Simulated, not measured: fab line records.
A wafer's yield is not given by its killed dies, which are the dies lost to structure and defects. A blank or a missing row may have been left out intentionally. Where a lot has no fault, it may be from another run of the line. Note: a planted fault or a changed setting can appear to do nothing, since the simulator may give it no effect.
fab line records	flow n5-finfet	part 2 of 2: steps 5 to 6 of 6
record lots=24	wafers=72	last-day=17
route steps=1938 shown BEOL_M5@1129 BEOL_M6@1197
lots that met no fault: from a run of the same line without faults
start-h: hours from the record's opening day to when the first of the lot's shown wafers began	wait-h: hours since the lot's step before	" same as the row above	L1.1+2: a single row standing in for several wafers	- value missing, or start not given	* or withheld: withheld	< > ~ a bound
route shown NAME@n: NAME is a module with steps in the file, n the number in the route of the first one	usual: the fault-free wafers' mean and standard deviation	same: alike in all rows	chamber/n: place in a boat	sites: the reading at each site	_std_site: their standard deviation	_edge_site: the outer-site mean with the inner-site mean subtracted	radius-mm: for every site, how far away it sits from the centre of the wafer	mask NAME#n: copy n	behind: the last tool/chamber to shape the wafer	hold: why the lot went on hold/how many hours it stayed there/how the hold came to an end	device: names the non-switching transistor (n, p or np)	end of line: the route-end tests of the same wafers	a step given without rows: its recipe and nothing more	killed: not the wafer's yield, but the dies lost to structure and defects at the first sort	map: the dies of a wafer, with x for killed, . for not killed, _ for no die there
set.NAME: the setting that was run; set.NAME@STEP: the one run at that earlier step	model.NAME: the simulator's own value behind a step, which no gauge read
a sample of lots followed through the steps of the route, with each step as a table and each wafer as a row
services: the hour from which a tool's chamber was out of use, counted from the record's first day as start-h (under 0 if before that day), plus the number of hours and why
## steps
# step N5_BEOL_M5_ANNEAL_49
# recipe temp-c=400	time-s=1800	ambient=vacuum
# usual heater-power-w=818/45	susceptor-temp-C=400.00/0.22	susceptor_temp_C_max=401.0/0.38
lot.wafer	tool	chamber	start-h	wait-h	heater-power-w	susceptor-temp-C	susceptor_temp_C_max
L074.2	pvd-sputter-03	-	171.85	0.0	813	399.91	400.7
L074.3	"	-	"	"	833	400.24	401.2
L074.4	"	-	"	"	834	399.92	400.8
L076.3	pvd-sputter-02	-	175.68	0.0	811	400.11	400.8
L076.4	"	-	"	"	833	399.66	400.8
L076.6	"	-	"	"	873	399.85	401.1
L075.1	pvd-sputter-03	-	180.03	0.0	878	400.18	401.3
L075.5	"	-	"	"	827	399.94	401.0
L075.6	"	-	"	"	859	400.32	401.3
L078.1	pvd-sputter-02	-	199.88	0.0	781	400.17	402.1
L078.5	"	-	"	"	799	399.85	401.3
L078.6	"	-	"	"	849	400.04	400.9
L077.3	pvd-sputter-01	-	202.51	0.0	818	399.93	401.1
L077.4	"	-	"	"	804	399.75	401.0
L077.6	"	-	"	"	812	399.83	400.9
L079.2	pvd-sputter-03	-	203.49	0.0	844	399.98	400.6
L079.4	"	-	"	"	823	399.88	400.8
L079.6	"	-	"	"	817	400.20	400.9
L080.4	pvd-sputter-02	-	218.86	0.0	802	400.22	401.7
L080.5	"	-	"	"	811	399.63	400.3
L080.6	"	-	"	"	811	400.24	401.9
L081.1	pvd-sputter-01	-	220.85	0.0	784	399.93	401.2
L081.2	"	-	"	"	845	399.57	400.4
L081.5	"	-	"	"	678	399.94	400.8
L083.1	pvd-sputter-02	-	225.77	0.0	766	399.95	401.3
L083.3	"	-	"	"	804	400.23	400.9
L083.5	"	-	"	"	782	399.78	401.1
L082.1	pvd-sputter-03	-	227.53	0.0	827	399.87	401.0
L082.3	"	-	"	"	815	400.02	400.9
L082.5	"	-	"	"	819	399.72	400.7
L085.1	pvd-sputter-03	-	237.03	0.0	823	399.86	401.2
L085.4	"	-	"	"	858	400.14	401.3
L085.5	"	-	"	"	819	399.95	401.0
L084.3	pvd-sputter-02	-	237.44	0.0	798	400.12	401.4
L084.4	"	-	"	"	853	400.02	401.7
L084.5	"	-	"	"	817	400.08	401.1
L086.2	pvd-sputter-01	-	253.75	0.0	798	399.67	400.8
L086.5	"	-	"	"	780	399.87	401.0
L086.6	"	-	"	"	839	399.96	401.0
L088.2	pvd-sputter-03	-	253.99	0.0	842	399.68	400.2
L088.4	"	-	"	"	841	400.35	401.1
L088.6	"	-	"	"	843	400.23	401.1
L087.1	pvd-sputter-03	-	263.86	0.0	820	400.35	401.2
L087.4	"	-	"	"	886	400.12	401.2
L087.5	"	-	"	"	878	399.74	400.8
L090.3	pvd-sputter-02	-	269.65	0.0	806	400.11	401.1
L090.5	"	-	"	"	805	399.89	400.5
L090.6	"	-	"	"	792	399.70	401.5
L089.2	pvd-sputter-01	-	270.93	0.0	803	400.14	401.4
L089.4	"	-	"	"	687	399.96	400.9
L089.6	"	-	"	"	837	399.90	401.1
L092.3	pvd-sputter-03	-	271.31	0.0	842	399.93	401.1
L092.4	"	-	"	"	858	400.09	400.6
L092.5	"	-	"	"	830	399.85	400.6
L091.1	pvd-sputter-03	-	277.69	0.0	855	399.72	400.9
L091.2	"	-	"	"	848	400.06	400.9
L091.6	"	-	"	"	854	399.66	400.4
L093.2	pvd-sputter-03	-	293.23	0.0	820	400.20	401.0
L093.4	"	-	"	"	853	399.85	400.5
L093.5	"	-	"	"	892	399.64	400.9
L095.1	pvd-sputter-02	-	296.23	0.0	759	399.99	401.3
L095.4	"	-	"	"	784	399.92	401.9
L095.5	"	-	"	"	861	400.50	401.6
L094.1	pvd-sputter-01	-	300.29	0.0	699	400.05	401.4
L094.2	"	-	"	"	782	399.62	401.2
L094.4	"	-	"	"	854	399.86	400.7
L097.1	pvd-sputter-03	-	313.54	0.0	837	400.11	400.7
L097.2	"	-	"	"	874	399.88	400.8
L097.6	"	-	"	"	813	400.17	400.9
L096.1	pvd-sputter-01	-	314.34	0.0	696	400.17	401.2
L096.2	"	-	"	"	785	400.29	401.6
L096.3	"	-	"	"	803	400.17	401.7
# step N5_BEOL_M6_PECVD_70
# recipe material=SiO2	target-thk-a=200	temp-c=400	precursor=TEOS/O2	pressure-torr=5.5	rf-w=450	teos-flow-sccm=53.8	gas=O2	flow-sccm=3000	time-s=22.7
# usual heater-power-w=786/98	showerhead-plenum-p-Torr=8.77/0.087	susceptor-temp-C=400.03/0.21	throttle-valve-pct=22.4/1.2
lot.wafer	tool	chamber	start-h	wait-h	heater-power-w	showerhead-plenum-p-Torr	susceptor-temp-C	throttle-valve-pct
L074.2	pecvd-04	0	177.85	0.0	907	8.79	400.02	22.8
L074.3	"	1	"	"	780	8.83	400.20	22.0
L074.4	"	0	"	"	908	8.78	400.44	23.0
L076.3	pecvd-04	0	181.68	0.0	830	8.78	400.04	22.5
L076.4	"	1	"	"	792	8.81	400.51	22.1
L076.6	"	0	"	"	830	8.78	400.46	22.9
L075.1	pecvd-04	2	186.71	0.0	800	8.72	400.03	24.0
L075.5	"	0	"	"	977	8.78	399.79	22.7
L075.6	"	2	"	"	815	8.75	399.57	24.0
L078.1	pecvd-04	1	205.91	0.0	763	8.83	400.12	22.0
L078.5	"	0	"	"	799	8.77	399.99	22.6
L078.6	"	2	"	"	674	8.74	400.20	24.1
L077.3	pecvd-04	0	209.00	0.0	945	8.80	400.22	22.8
L077.4	"	1	"	"	809	8.84	399.96	22.1
L077.6	"	2	"	"	745	8.74	400.47	24.1
L079.2	pecvd-02	0	209.71	0.0	750	8.78	399.84	23.5
L079.4	"	0	"	"	737	8.81	400.16	23.4
L079.6	"	1	"	"	617	8.75	399.99	23.4
L080.4	pecvd-02	1	225.14	0.1	705	8.77	400.14	23.6
L080.5	"	1	"	"	676	8.75	400.14	23.4
L080.6	"	0	"	"	683	8.79	399.99	23.5
L081.1	pecvd-04	0	227.77	0.0	986	8.79	400.17	22.8
L081.2	"	2	"	"	753	8.74	400.17	24.1
L081.5	"	2	"	"	757	8.74	400.02	24.1
L083.1	pecvd-02	0	232.27	0.0	751	8.78	399.89	23.4
L083.3	"	2	"	"	808	8.78	399.92	20.2
L083.5	"	2	"	"	823	8.80	400.03	20.2
L082.1	pecvd-01	2	233.64	0.0	761	8.61	399.92	20.6
L082.3	"	0	"	"	756	8.94	400.11	22.7
L082.5	"	2	"	"	780	8.61	399.84	20.7
L084.3	pecvd-01	2	243.44	0.0	730	8.60	399.91	20.4
L084.4	"	0	"	"	638	8.92	399.95	22.3
L084.5	"	2	"	"	743	8.59	399.99	20.5
L085.1	pecvd-04	1	243.66	0.0	748	8.83	400.04	22.0
L085.4	"	2	"	"	819	8.74	399.94	24.0
L085.5	"	0	"	"	929	8.82	399.43	22.9
L086.2	pecvd-02	0	259.75	0.0	750	8.78	400.13	23.4
L086.5	"	1	"	"	604	8.74	400.11	23.4
L086.6	"	0	"	"	756	8.78	399.90	23.4
L088.2	pecvd-04	0	260.50	0.0	918	8.80	399.94	22.7
L088.4	"	1	"	"	805	8.83	399.84	22.0
L088.6	"	0	"	"	965	8.78	400.54	22.6
L087.1	pecvd-04	1	269.86	0.0	782	8.82	400.22	22.2
L087.4	"	0	"	"	871	8.80	400.46	22.8
L087.5	"	1	"	"	779	8.83	399.82	22.0
L090.3	pecvd-01	2	275.65	0.0	868	8.63	400.29	20.8
L090.5	"	1	"	"	1037	8.67	399.95	21.7
L090.6	"	0	"	"	715	8.92	400.12	22.3
L089.2	pecvd-01	0	276.96	0.0	694	8.91	399.77	22.6
L089.4	"	0	"	"	693	8.88	400.24	22.4
L089.6	"	2	"	"	853	8.60	399.52	20.6
L092.3	pecvd-02	2	277.38	0.0	726	8.80	400.11	20.3
L092.4	"	1	"	"	719	8.74	399.75	23.5
L092.5	"	2	"	"	710	8.79	400.37	20.6
L091.1	pecvd-02	2	286.64	0.0	756	8.81	399.98	20.4
L091.2	"	1	"	"	722	8.73	399.99	23.6
L091.6	"	0	"	"	751	8.79	399.95	23.6
L093.2	pecvd-01	1	299.71	0.0	1008	8.67	399.81	21.7
L093.4	"	0	"	"	728	8.91	400.10	22.7
L093.5	"	2	"	"	871	8.61	399.78	20.5
L095.1	pecvd-04	1	302.41	0.0	782	8.83	399.88	22.2
L095.4	"	0	"	"	862	8.79	400.11	22.5
L095.5	"	2	"	"	721	8.70	400.06	24.3
L094.1	pecvd-01	0	306.32	0.0	690	8.91	400.21	22.5
L094.2	"	2	"	"	758	8.61	400.03	20.7
L094.4	"	2	"	"	779	8.62	400.07	20.3
L097.1	pecvd-01	0	319.79	0.0	742	8.90	400.00	22.4
L097.2	"	2	"	"	873	8.60	400.13	20.6
L097.6	"	2	"	"	845	8.63	399.88	20.6
L096.1	pecvd-01	2	321.18	0.0	724	8.63	399.97	20.6
L096.2	"	0	"	"	650	8.89	399.97	22.4
L096.3	"	0	"	"	673	8.90	400.11	22.2
## services
tool	chamber	start-h	hours	kind
pvd-sputter-01	-	150.27	1.8	repair
pecvd-02	2	158.51	5.0	scheduled-down
rie-diel-05	-	159.80	1.1	repair
pecvd-04	-	168.14	0.8	repair
pecvd-04	2	177.30	2.1	scheduled-down
pecvd-04	2	187.96	5.0	scheduled-down
rie-diel-03	2	189.48	14.7	repair
pecvd-02	2	202.38	-	clean
pecvd-04	1	215.42	16.5	scheduled-down
pecvd-01	1	233.27	5.5	scheduled-down
rie-diel-02	-	249.58	2.8	pm
pecvd-02	0	251.39	5.1	repair
rie-diel-03	2	261.75	-	clean
rie-diel-03	2	261.75	-	consumable-replace:focus-ring
rie-diel-03	2	261.75	24.2	scheduled-down
rie-diel-03	2	261.75	24.2	vent-cycle
rie-diel-05	0	269.66	-	clean
rie-diel-05	0	269.66	-	consumable-replace:focus-ring
rie-diel-05	0	269.66	24.8	scheduled-down
rie-diel-05	0	269.66	24.8	vent-cycle
pecvd-01	0	279.00	2.1	scheduled-down
pecvd-04	1	287.78	2.1	scheduled-down
pecvd-01	-	297.19	1.4	repair
pecvd-01	1	314.37	13.0	repair
